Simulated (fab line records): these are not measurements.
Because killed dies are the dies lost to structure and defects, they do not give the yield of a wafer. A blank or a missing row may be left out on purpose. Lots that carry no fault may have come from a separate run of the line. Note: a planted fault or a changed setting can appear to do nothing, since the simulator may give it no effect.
fab line records	flow n5_finfet
[record] lots = 12	wafers = 36	last_day = 17
route steps=1938 shown BEOL_M14@1733 BEOL_M15@1775
lots that met no fault: taken from a fault-free run of the same line
start_h: the number of hours between the record's first day and the start of the first shown wafer of the lot	wait_h: hours elapsed since this lot's preceding step	" identical to the entry in the row above	L1.1+2: several wafers, shown together as one row	- value missing, or start not given	* or withheld: withheld	< > ~ a bound
route shown NAME@n: a module of which the file shows steps, and the number in the route of the first	usual: average and standard deviation across the fault-free wafers	same: alike in all rows	chamber/n: place in a boat	sites: each site's reading	_std_site: the values' standard deviation	_edge_site: the outer-site mean with the inner-site mean subtracted	radius_mm: for every site, how far away it sits from the centre of the wafer	mask NAME#n: copy n	behind: the tool/chamber that last shaped the wafer	hold: why the lot was held/for how many hours/how that ended	device: transistor that didn't switch, given as n, p or np	end of line: tests run on the same wafers once the route is complete	step lacking rows: just its recipe	killed: at the first sort, the dies lost to defects and structure; wafer yield is something else	map: a wafer's dies, marking killed ones x, the rest . and places with no die _
set.NAME: the setting that was run; set.NAME@STEP: the one run at that earlier step	model.NAME: the simulator's own value behind a step, which no gauge read
one table for each step of the route and one row for each wafer, over a sample of lots
services: from which hour (start_h, from the record's first day; less than 0 if before it) a tool's chamber was out of use, for how many hours, and why
[[steps]]
[step N5_BEOL_M14_STRIP_64]
[recipe] chemistry = O2	power_w = 600	temp_c = 60	pressure_mtorr = 30	rf_frequency_hz = 6e+07	bias_power_w = 0	overash_fraction = 0.3	o2_flow_sccm = 225
[usual] drypump_motor_current_A = 5.5/0.51	oes_product_au = 0.80/0.08	rf_vpp_V = 3.7/0.52	showerhead_plenum_p_Torr = 2.11/0.079	throttle_valve_pct = 16.69/0.23
lot.wafer	tool	chamber	start_h	wait_h	drypump_motor_current_A	oes_product_au	rf_hours_counter_h	rf_vpp_V	showerhead_plenum_p_Torr	throttle_valve_pct
L487.1	rie_diel-03	0	-	-	6.2	0.68	245	2.7	2.16	16.98
L487.2	"	3	"	"	5.8	0.88	43	3.1	2.15	16.69
L487.5	"	2	"	"	5.8	0.68	-	3.4	1.98	16.92
L485.2	rie_diel-01	2	-	-	5.1	0.76	139	4.5	2.19	16.99
L485.5	"	2	"	"	5.1	0.76	-	4.3	2.19	16.96
L485.6	"	3	"	"	6.5	0.82	-	3.5	2.22	16.45
L486.1	rie_diel-06	3	-	-	4.9	0.78	107	3.1	2.03	16.43
L486.2	"	2	"	"	5.2	0.77	140	3.8	2.03	16.87
L486.4	"	0	"	"	5.0	0.71	-	3.8	2.15	16.92
L489.2	rie_diel-01	3	-	-	6.5	0.80	83	3.6	2.22	16.46
L489.4	"	1	"	"	5.7	0.89	38	3.8	2.05	16.51
L489.5	"	1	"	"	5.7	0.88	-	4.0	2.05	16.51
L490.1	rie_diel-01	3	-	-	6.5	0.81	87	3.3	2.21	16.45
L490.3	"	2	"	"	5.1	0.75	148	2.9	2.18	17.00
L490.6	"	1	"	"	5.8	0.87	-	3.7	2.05	16.50
L491.1	rie_diel-01	3	-	-	6.5	0.80	93	3.5	2.21	16.47
L491.2	"	2	"	"	5.1	0.74	154	3.3	2.18	17.01
L491.3	"	1	"	"	5.7	0.87	48	2.8	2.05	16.51
L493.1	rie_diel-06	2	-	-	5.2	0.77	159	3.8	2.02	16.91
L493.4	"	0	"	"	5.0	0.69	232	3.7	2.14	16.96
L493.5	"	2	"	"	5.2	0.75	-	3.5	2.02	16.92
L495.1	rie_diel-03	3	-	-	5.8	0.85	72	3.1	2.13	16.77
L495.3	"	1	"	"	4.8	0.75	151	4.6	2.02	16.44
L495.5	"	2	"	"	5.7	0.93	-	3.4	2.24	16.44
L497.2	rie_diel-01	1	-	-	5.7	0.85	62	4.2	2.04	16.54
L497.3	"	3	"	"	6.5	0.78	106	4.2	2.21	16.48
L497.5	"	1	"	"	5.7	0.85	-	3.3	2.04	16.56
L498.2	rie_diel-06	1	-	-	5.4	0.75	162	4.2	2.11	16.85
L498.3	"	2	"	"	5.2	0.75	170	3.8	2.02	16.93
L498.4	"	3	"	"	4.9	0.75	140	3.2	2.02	16.48
L500.1	rie_diel-03	0	-	-	6.3	0.92	19	3.2	2.15	16.60
L500.2	"	1	"	"	4.8	0.74	158	3.9	2.01	16.47
L500.5	"	1	"	"	4.8	0.75	-	3.4	2.01	16.44
L505.1	rie_diel-01	3	-	-	6.5	0.76	118	3.7	2.20	16.50
L505.3	"	2	"	"	5.2	0.72	180	3.4	2.17	17.04
L505.5	"	1	"	"	5.7	0.82	-	3.2	2.04	16.57
[step N5_BEOL_M14_INSPECT_30]
[recipe] mode = adi	inspect_instrument = macro
[usual] raw_defect_count = 2.2/1.5
lot.wafer	tool	chamber	start_h	wait_h	raw_defect_count
L487.1	defect_inspect-02	-	255.59	0.0	0
L487.2	"	-	"	"	4
L487.5	"	-	"	"	1
L485.2	defect_inspect-02	-	255.82	0.0	3
L485.5	"	-	"	"	0
L485.6	"	-	"	"	4
L486.1	defect_inspect-01	-	257.44	0.0	3
L486.2	"	-	"	"	3
L486.4	"	-	"	"	0
L489.2	defect_inspect-02	-	275.75	0.0	2
L489.4	"	-	"	"	1
L489.5	"	-	"	"	2
L490.1	defect_inspect-02	-	287.07	0.0	3
L490.3	"	-	"	"	2
L490.6	"	-	"	"	1
L491.1	defect_inspect-01	-	304.28	0.0	1
L491.2	"	-	"	"	3
L491.3	"	-	"	"	2
L493.1	defect_inspect-02	-	308.40	0.0	3
L493.4	"	-	"	"	2
L493.5	"	-	"	"	4
L495.1	defect_inspect-02	-	328.39	0.0	1
L495.3	"	-	"	"	0
L495.5	"	-	"	"	2
L497.2	defect_inspect-01	-	341.40	0.0	1
L497.3	"	-	"	"	2
L497.5	"	-	"	"	2
L498.2	defect_inspect-01	-	347.51	0.0	4
L498.3	"	-	"	"	4
L498.4	"	-	"	"	1
L500.1	defect_inspect-02	-	350.59	0.0	3
L500.2	"	-	"	"	3
L500.5	"	-	"	"	1
L505.1	defect_inspect-02	-	378.12	0.0	4
L505.3	"	-	"	"	2
L505.5	"	-	"	"	2
[step N5_BEOL_M14_OCD_MEAS_35]
[usual] trench_depth_nm = 555/15
lot.wafer	tool	chamber	start_h	wait_h	trench_depth_nm
L487.1	ocd-01	-	256.34	0.0	536
L487.2	"	-	"	"	567
L487.5	"	-	"	"	567
L485.2	ocd-02	-	256.46	0.0	539
L485.5	"	-	"	"	542
L485.6	"	-	"	"	553
L486.1	ocd-02	-	258.08	0.0	541
L486.2	"	-	"	"	563
L486.4	"	-	"	"	558
L489.2	ocd-01	-	276.39	0.0	545
L489.4	"	-	"	"	545
L489.5	"	-	"	"	549
L490.1	ocd-02	-	287.72	0.0	553
L490.3	"	-	"	"	566
L490.6	"	-	"	"	539
L491.1	ocd-02	-	304.92	0.0	541
L491.2	"	-	"	"	550
L491.3	"	-	"	"	568
L493.1	ocd-01	-	309.25	0.0	598
L493.4	"	-	"	"	546
L493.5	"	-	"	"	592
L495.1	ocd-02	-	329.45	0.0	534
L495.3	"	-	"	"	553
L495.5	"	-	"	"	569
L497.2	ocd-01	-	342.05	0.0	543
L497.3	"	-	"	"	542
L497.5	"	-	"	"	548
L498.2	ocd-02	-	348.15	0.0	537
L498.3	"	-	"	"	563
L498.4	"	-	"	"	582
L500.1	ocd-01	-	351.28	0.0	556
L500.2	"	-	"	"	549
L500.5	"	-	"	"	575
L505.1	ocd-01	-	378.76	0.0	528
L505.3	"	-	"	"	562
L505.5	"	-	"	"	533
[step N5_BEOL_M15_COAT_58]
[recipe] resist = BARC	temp_c = 205	time_s = 60	spin_rpm = 1500	resist_thk_nm = 89
[usual] spin_speed_rpm = 1500.0/0.93
lot.wafer	tool	chamber	start_h	wait_h	spin_speed_rpm
L487.1	litho_track-03	0	261.50	0.0	1501.4
L487.2	"	0	"	"	1501.4
L487.5	"	0	"	"	1502.6
L485.2	litho_track-03	0	262.27	0.0	1500.7
L485.5	"	0	"	"	1501.1
L485.6	"	0	"	"	1499.1
L486.1	litho_track-02	0	265.25	0.0	1499.2
L486.2	"	0	"	"	1499.5
L486.4	"	0	"	"	1499.0
L489.2	litho_track-02	0	279.46	0.0	1499.7
L489.4	"	0	"	"	1499.2
L489.5	"	0	"	"	1500.2
L490.1	litho_track-04	0	291.35	0.0	1499.3
L490.3	"	0	"	"	1500.5
L490.6	"	0	"	"	1501.1
L491.1	litho_track-04	0	313.98	0.0	1501.9
L491.2	"	0	"	"	1499.4
L491.3	"	0	"	"	1502.7
L493.1	litho_track-02	0	314.76	0.0	1499.9
L493.4	"	0	"	"	1500.5
L493.5	"	0	"	"	1499.4
L495.1	litho_track-03	0	333.45	0.0	1500.0
L495.3	"	0	"	"	1500.8
L495.5	"	0	"	"	1501.0
L497.2	litho_track-03	0	344.91	0.0	1500.2
L497.3	"	0	"	"	1498.3
L497.5	"	0	"	"	1499.8
L498.2	litho_track-02	0	351.65	0.0	1600.5
L498.3	"	0	"	"	1601.3
L498.4	"	0	"	"	1603.7
L500.1	litho_track-02	0	355.24	0.0	1602.0
L500.2	"	0	"	"	1603.2
L500.5	"	0	"	"	1602.5
L505.1	litho_track-03	0	384.25	0.0	1498.8
L505.3	"	0	"	"	1500.9
L505.5	"	0	"	"	1501.3
[[services]]
tool	chamber	start_h	hours	kind
rie_diel-06	1	254.91	6.7	repair
rie_diel-06	3	258.08	2.7	repair
rie_diel-03	0	272.04	-	clean
rie_diel-03	0	272.04	-	consumable_replace:focus_ring
rie_diel-03	0	272.04	22.2	scheduled_down
rie_diel-03	0	272.04	22.2	vent_cycle
rie_diel-03	2	294.28	-	clean
rie_diel-03	2	294.28	-	consumable_replace:focus_ring
rie_diel-03	2	294.28	-	consumable_replace:showerhead
rie_diel-03	2	294.28	25.3	scheduled_down
rie_diel-03	2	294.28	25.3	vent_cycle
rie_diel-01	0	299.89	-	clean
rie_diel-01	0	299.89	-	consumable_replace:focus_ring
rie_diel-01	0	299.89	15.7	scheduled_down
rie_diel-01	0	299.89	15.7	vent_cycle
rie_diel-06	2	336.84	9.5	repair
rie_diel-06	0	353.07	-	clean
rie_diel-06	0	353.07	-	consumable_replace:focus_ring
rie_diel-06	0	353.07	16.3	scheduled_down
rie_diel-06	0	353.07	16.3	vent_cycle
rie_diel-01	-	354.60	0.3	repair
[[key]]
[first_sign] step = N5_BEOL_M15_COAT_58	reading = spin_speed_rpm	direction = up	sigmas = 99+	usual = *	struck = *
effect none on later readings
met_at N5_BEOL_M15_COAT_58
struck_lots L498,L500
not_acting_at N5_BEOL_M14_STRIP_64,N5_BEOL_M14_INSPECT_30,N5_BEOL_M14_OCD_MEAS_35
onset_between 314.76 351.65
[fault] kind = process_parameter_drift	tool = litho_track-02	chamber = -	onset_h = 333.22	steps = N5_BEOL_M15_COAT_58	channel = spin_rpm	offset = *	shape = step	end_h = 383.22	acts_in = *	stated = *
